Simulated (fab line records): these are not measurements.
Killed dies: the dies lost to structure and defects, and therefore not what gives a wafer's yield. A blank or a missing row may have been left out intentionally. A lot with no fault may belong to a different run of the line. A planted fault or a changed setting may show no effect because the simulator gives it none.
fab line records	flow n5_finfet	part 2 of 2: steps 4 to 6 of 6
record: lots: 24	wafers: 72	last_day: 18
route steps=1938 shown BEOL_M14@1732 BEOL_M15@1786 MIM_TOP_LITHO@1847
lots untouched by any fault: they come from a run of this same line in which no faults occurred
start_h: start of the lot's first displayed wafer, in hours after the record's first day	wait_h: time in hours since the lot's previous step	" same as the row above	L1.1+2: a row that stands for several wafers	- no value, or no start was given	* or withheld: withheld	< > ~ a bound
route shown NAME@n: NAME is a module with steps in the file, n the number in the route of the first one	usual: the fault-free wafers' mean and standard deviation	same: alike in all rows	chamber/n: place in a boat	sites: per-site readings	_std_site: their standard deviation	_edge_site: outer sites' mean less inner sites'	radius_mm: for every site, how far away it sits from the centre of the wafer	mask NAME#n: copy n	behind: the tool/chamber that last shaped the wafer	hold: why the lot was held/for how many hours/how that ended	device: the n, p or np transistor that did not switch	end of line: tests run on the same wafers once the route is complete	step lacking rows: just its recipe	killed: not the wafer's yield, but the dies lost to structure and defects at the first sort	map: the dies of a wafer, with x for killed, . for not killed, _ for no die there
set.NAME: the setting as run; set.NAME@STEP: as run at that earlier step	model.NAME: the simulator's own value behind a step, which no gauge read
route steps across a sampled set of lots; one table per step, one row per wafer
services: from which hour (start_h, from the record's first day; less than 0 if before it) a tool's chamber was out of use, for how many hours, and why
== steps ==
step: N5_BEOL_M15_STRIP_37
recipe: chemistry: O2	power_w: 600	temp_c: 60	pressure_mtorr: 30	rf_frequency_hz: 6e+07	bias_power_w: 0	overash_fraction: 0.3	o2_flow_sccm: 225
usual: drypump_motor_current_A: 5.9/0.32	oes_product_au: 0.82/0.083	rf_vpp_V: 3.6/0.6	showerhead_plenum_p_Torr: 2.09/0.092	throttle_valve_pct: 16.57/0.27
lot.wafer	tool	chamber	start_h	wait_h	drypump_motor_current_A	oes_product_au	rf_hours_counter_h	rf_vpp_V	showerhead_plenum_p_Torr	throttle_valve_pct
L074.1	rie_diel-04	1	-	-	6.2	0.72	191	3.9	2.18	16.62
L074.2	"	0	"	"	5.4	0.74	187	2.5	1.97	16.39
L074.3	"	2	"	"	6.1	0.94	12	4.0	2.13	16.48
L075.1	rie_diel-06	3	-	-	6.0	0.74	150	3.8	2.02	16.81
L075.4	"	1	"	"	6.2	0.86	-	4.0	2.05	16.73
L075.6	"	3	"	"	6.0	0.75	-	3.6	2.03	16.83
L077.4	rie_diel-06	2	-	-	5.9	0.91	14	3.3	2.12	16.22
L077.5	"	0	"	"	5.5	0.99	-	1.8	2.23	16.33
L077.6	"	3	"	"	6.0	0.75	-	4.3	2.02	16.84
L076.3	rie_diel-06	2	-	-	5.9	0.91	17	2.5	2.11	16.23
L076.4	"	3	"	"	6.0	0.74	158	3.0	2.02	16.85
L076.5	"	0	"	"	5.5	0.97	-	3.4	2.23	16.35
L079.1	rie_diel-03	3	-	-	5.5	0.93	8	2.9	2.23	16.11
L079.2	"	1	"	"	5.6	0.71	218	3.3	1.99	17.02
L079.3	"	0	"	"	5.8	0.84	66	3.7	2.12	16.78
L078.2	rie_diel-03	3	-	-	5.5	0.94	9	5.0	2.23	16.13
L078.4	"	0	"	"	5.8	0.82	67	3.3	2.12	16.78
L078.5	"	0	"	"	5.8	0.83	-	3.8	2.12	16.80
L080.2	rie_diel-04	0	-	-	5.4	0.72	195	3.0	1.97	16.41
L080.4	"	2	"	"	6.0	0.91	26	3.0	2.13	16.53
L080.5	"	3	"	"	5.6	0.77	-	2.8	1.94	16.54
L083.1	rie_diel-03	0	-	-	5.8	0.83	70	3.1	2.12	16.79
L083.3	"	1	"	"	5.6	0.70	226	3.0	1.99	17.03
L083.4	"	3	"	"	5.5	0.93	14	3.5	2.23	16.14
L081.2	rie_diel-03	2	-	-	6.6	0.91	31	3.8	2.07	16.35
L081.3	"	3	"	"	5.5	0.93	15	3.1	2.23	16.12
L081.5	"	3	"	"	5.5	0.92	-	2.7	2.23	16.11
L082.1	rie_diel-03	1	-	-	5.6	0.70	230	3.9	1.99	17.02
L082.4	"	0	"	"	5.8	0.82	76	3.6	2.12	16.81
L082.6	"	1	"	"	5.6	0.70	-	3.0	1.99	17.05
L084.1	rie_diel-06	1	-	-	6.2	0.84	72	3.4	2.04	16.78
L084.4	"	3	"	"	5.9	0.73	171	3.4	2.02	16.85
L084.6	"	0	"	"	5.5	0.91	-	3.1	2.23	16.37
L085.1	rie_diel-03	0	-	-	5.9	0.80	80	3.4	2.12	16.82
L085.2	"	2	"	"	6.5	0.88	39	4.8	2.07	16.35
L085.3	"	3	"	"	5.5	0.91	24	4.6	2.22	16.13
L086.3	rie_diel-04	1	-	-	6.2	0.71	216	4.7	2.17	16.70
L086.4	"	2	"	"	6.1	0.90	37	3.8	2.12	16.52
L086.6	"	2	"	"	6.0	0.89	-	3.5	2.12	16.52
L089.2	rie_diel-03	0	-	-	5.8	0.80	86	3.7	2.11	16.81
L089.4	"	2	"	"	6.6	0.87	44	4.5	2.07	16.36
L089.5	"	1	"	"	5.6	0.69	-	4.6	1.98	17.04
L087.2	rie_diel-06	0	-	-	5.5	0.90	21	3.4	2.23	16.40
L087.3	"	1	"	"	6.2	0.84	77	3.7	2.04	16.78
L087.4	"	3	"	"	6.0	0.73	176	2.8	2.02	16.88
L088.3	rie_diel-04	3	-	-	5.6	0.75	168	5.0	1.94	16.57
L088.4	"	3	"	"	5.6	0.75	-	3.0	1.93	16.54
L088.5	"	2	"	"	6.0	0.87	-	3.6	2.12	16.53
L090.1	rie_diel-06	0	-	-	5.5	0.89	25	3.3	2.23	16.37
L090.2	"	2	"	"	5.9	0.86	41	3.3	2.11	16.28
L090.3	"	1	"	"	6.2	0.81	81	2.9	2.04	16.77
L091.1	rie_diel-06	1	-	-	6.2	0.82	85	4.1	2.03	16.80
L091.5	"	0	"	"	5.5	0.90	-	2.7	2.23	16.38
L091.6	"	1	"	"	6.2	0.83	-	4.2	2.03	16.81
L094.2	rie_diel-04	1	-	-	6.2	0.69	229	3.6	2.17	16.73
L094.3	"	0	"	"	5.4	0.72	218	4.5	1.96	16.44
L094.5	"	3	"	"	5.6	0.73	-	3.7	1.93	16.58
L095.1	rie_diel-04	2	-	-	6.1	0.86	50	4.3	2.12	16.55
L095.4	"	3	"	"	5.6	0.73	179	3.5	1.93	16.57
L095.6	"	3	"	"	5.6	0.73	-	4.3	1.93	16.57
L092.1	rie_diel-06	3	-	-	6.0	0.72	189	4.6	2.01	16.88
L092.3	"	2	"	"	5.9	0.84	49	5.1	2.10	16.28
L092.4	"	1	"	"	6.2	0.81	90	3.3	2.03	16.79
L093.2	rie_diel-03	3	-	-	5.5	0.85	48	4.1	2.21	16.19
L093.4	"	0	"	"	5.8	0.78	-	4.5	2.11	16.87
L093.6	"	2	"	"	6.6	0.86	-	3.3	2.06	16.42
L096.1	rie_diel-06	2	-	-	5.9	0.84	54	4.4	2.10	16.27
L096.4	"	0	"	"	5.4	0.87	36	3.1	2.22	16.41
L096.6	"	0	"	"	5.4	0.87	-	4.2	2.22	16.42
L097.2	rie_diel-03	3	-	-	5.5	0.84	52	2.8	2.21	16.18
L097.5	"	0	"	"	5.8	0.77	-	3.8	2.11	16.86
L097.6	"	1	"	"	5.6	0.99	-	2.6	2.24	16.60
step: N5_BEOL_M15_SPUTTER_43
recipe: material: TaN	target_thk_a: 150	temp_c: 50	bias_v: 168.6	power_w: 15000	chamber_pressure_pa: 0.12	time_s: 24.19
usual: throttle_valve_pct: 29.8/0.87
same: time_s: 24.19
lot.wafer	tool	chamber	start_h	wait_h	throttle_valve_pct
L074.1	pvd_sputter-02	-	249.40	0.0	30.9
L074.2	"	-	"	"	27.8
L074.3	"	-	"	"	29.0
L075.1	pvd_sputter-01	-	250.55	0.0	30.8
L075.4	"	-	"	"	29.6
L075.6	"	-	"	"	30.0
L077.4	pvd_sputter-03	-	265.61	0.0	29.9
L077.5	"	-	"	"	29.2
L077.6	"	-	"	"	30.6
L076.3	pvd_sputter-02	-	274.24	0.0	30.7
L076.4	"	-	"	"	29.1
L076.5	"	-	"	"	29.0
L079.1	pvd_sputter-01	-	274.49	0.0	29.2
L079.2	"	-	"	"	29.5
L079.3	"	-	"	"	30.3
L078.2	pvd_sputter-02	-	277.47	0.0	30.6
L078.4	"	-	"	"	29.2
L078.5	"	-	"	"	29.2
L080.2	pvd_sputter-01	-	289.22	0.0	29.4
L080.4	"	-	"	"	30.3
L080.5	"	-	"	"	29.4
L083.1	pvd_sputter-03	-	296.52	0.0	29.6
L083.3	"	-	"	"	30.2
L083.4	"	-	"	"	30.8
L081.2	pvd_sputter-01	-	300.74	0.0	29.7
L081.3	"	-	"	"	30.1
L081.5	"	-	"	"	29.5
L082.1	pvd_sputter-01	-	312.86	0.0	29.3
L082.4	"	-	"	"	30.8
L082.6	"	-	"	"	29.5
L084.1	pvd_sputter-03	-	326.14	0.0	29.3
L084.4	"	-	"	"	29.6
L084.6	"	-	"	"	29.5
L085.1	pvd_sputter-01	-	326.69	0.0	30.7
L085.2	"	-	"	"	29.0
L085.3	"	-	"	"	30.2
L086.3	pvd_sputter-01	-	335.65	0.0	30.7
L086.4	"	-	"	"	30.1
L086.6	"	-	"	"	30.1
L089.2	pvd_sputter-03	-	342.41	0.0	30.1
L089.4	"	-	"	"	30.8
L089.5	"	-	"	"	29.4
L087.2	pvd_sputter-02	-	342.44	0.0	28.0
L087.3	"	-	"	"	30.9
L087.4	"	-	"	"	31.0
L088.3	pvd_sputter-02	-	348.40	0.0	31.0
L088.4	"	-	"	"	30.6
L088.5	"	-	"	"	31.0
L090.1	pvd_sputter-01	-	360.25	0.0	29.6
L090.2	"	-	"	"	29.2
L090.3	"	-	"	"	30.8
L091.1	pvd_sputter-03	-	373.54	0.0	29.4
L091.5	"	-	"	"	29.7
L091.6	"	-	"	"	30.9
L094.2	pvd_sputter-03	-	377.76	0.0	30.8
L094.3	"	-	"	"	29.6
L094.5	"	-	"	"	29.1
L095.1	pvd_sputter-03	-	383.18	0.0	29.4
L095.4	"	-	"	"	29.5
L095.6	"	-	"	"	30.8
L092.1	pvd_sputter-02	-	394.09	0.0	30.9
L092.3	"	-	"	"	27.6
L092.4	"	-	"	"	30.7
L093.2	pvd_sputter-01	-	402.43	0.0	30.7
L093.4	"	-	"	"	30.0
L093.6	"	-	"	"	29.1
L096.1	pvd_sputter-01	-	407.65	0.0	30.9
L096.4	"	-	"	"	28.8
L096.6	"	-	"	"	30.3
L097.2	pvd_sputter-02	-	418.49	0.0	28.9
L097.5	"	-	"	"	27.6
L097.6	"	-	"	"	30.7
step: N5_MIM_TOP_LITHO_CD_MEAS_08
recipe: target_cd_nm: 2000	landing_energy_ev: 500	detector: se_inlens
usual: cd_nm: 1997.4/2.6
lot.wafer	tool	chamber	start_h	wait_h	cd_nm
L074.1	cd_sem-01	0	255.83	-	1994.6
L074.2	"	0	"	"	1995.2
L074.3	"	0	"	"	1994.8
L075.1	cd_sem-01	0	256.44	-	1995.1
L075.4	"	0	"	"	1997.8
L075.6	"	0	"	"	1997.2
L077.4	cd_sem-03	0	271.11	-	1999.5
L077.5	"	0	"	"	1997.7
L077.6	"	0	"	"	1994.6
L076.3	cd_sem-01	0	278.42	-	1999.8
L076.4	"	0	"	"	1999.7
L076.5	"	0	"	"	1992.7
L079.1	cd_sem-02	0	279.14	-	1996.4
L079.2	"	0	"	"	1997.0
L079.3	"	0	"	"	1996.5
L078.2	cd_sem-03	0	282.25	-	2000.7
L078.4	"	0	"	"	1996.5
L078.5	"	0	"	"	2001.0
L080.2	cd_sem-03	0	293.03	-	1993.7
L080.4	"	0	"	"	1997.0
L080.5	"	0	"	"	1990.5
L083.1	cd_sem-02	0	302.00	-	1997.1
L083.3	"	0	"	"	1994.0
L083.4	"	0	"	"	1997.7
L081.2	cd_sem-03	0	305.18	-	1997.0
L081.3	"	0	"	"	1998.2
L081.5	"	0	"	"	1996.5
L082.1	cd_sem-01	0	316.52	-	1994.9
L082.4	"	0	"	"	1991.3
L082.6	"	0	"	"	1997.3
L084.1	cd_sem-03	0	330.80	-	1997.1
L084.4	"	0	"	"	1995.3
L084.6	"	0	"	"	1994.6
L085.1	cd_sem-03	0	332.44	-	1997.4
L085.2	"	0	"	"	1990.5
L085.3	"	0	"	"	1997.8
L086.3	cd_sem-01	0	343.19	-	1996.5
L086.4	"	0	"	"	1995.6
L086.6	"	0	"	"	1994.4
L089.2	cd_sem-01	0	346.32	-	1996.1
L089.4	"	0	"	"	1995.3
L089.5	"	0	"	"	1997.5
L087.2	cd_sem-03	0	346.64	-	1998.5
L087.3	"	0	"	"	2003.0
L087.4	"	0	"	"	1998.9
L088.3	cd_sem-02	0	352.76	-	1999.1
L088.4	"	0	"	"	1997.8
L088.5	"	0	"	"	1999.2
L090.1	cd_sem-01	0	365.73	-	1996.2
L090.2	"	0	"	"	1998.5
L090.3	"	0	"	"	2002.2
L091.1	cd_sem-01	0	378.71	-	1996.7
L091.5	"	0	"	"	1995.0
L091.6	"	0	"	"	1996.7
L094.2	cd_sem-02	0	383.91	-	1989.1
L094.3	"	0	"	"	1996.5
L094.5	"	0	"	"	1998.0
L095.1	cd_sem-02	0	390.20	-	2000.7
L095.4	"	0	"	"	2003.8
L095.6	"	0	"	"	2001.1
L092.1	cd_sem-01	0	398.51	-	1996.8
L092.3	"	0	"	"	1999.2
L092.4	"	0	"	"	1995.0
L093.2	cd_sem-01	0	407.56	-	1995.3
L093.4	"	0	"	"	1997.0
L093.6	"	0	"	"	1997.5
L096.1	cd_sem-02	0	414.13	-	1995.4
L096.4	"	0	"	"	1991.4
L096.6	"	0	"	"	1995.9
L097.2	cd_sem-02	0	423.36	-	1998.4
L097.5	"	0	"	"	2000.1
L097.6	"	0	"	"	2002.6
== services ==
tool	chamber	start_h	hours	kind
rie_diel-03	3	233.72	-	clean
rie_diel-06	0	242.41	-	clean
rie_diel-06	0	242.41	-	consumable_replace:focus_ring
rie_diel-06	0	242.41	-	consumable_replace:showerhead
rie_diel-06	0	242.41	21.1	scheduled_down
rie_diel-06	0	242.41	21.1	vent_cycle
rie_diel-04	0	250.43	17.9	repair
rie_diel-05	3	264.39	4.8	repair
rie_diel-03	-	267.61	2.8	pm
rie_diel-05	-	272.79	2.8	pm
rie_diel-03	3	285.89	4.9	repair
rie_diel-01	1	293.56	7.0	repair
rie_diel-05	0	301.41	5.1	repair
pvd_sputter-02	-	305.99	6.3	repair
rie_diel-06	-	318.79	1.1	repair
rie_diel-02	2	322.94	2.0	repair
rie_diel-04	0	341.79	8.0	repair
pvd_sputter-02	-	359.20	3.8	repair
rie_diel-05	0	366.04	5.1	repair
rie_diel-06	0	366.77	5.4	repair
rie_diel-01	-	373.38	0.9	repair
rie_diel-04	0	391.03	6.1	repair
rie_diel-06	3	398.14	6.2	repair
pvd_sputter-03	-	413.79	4.6	repair
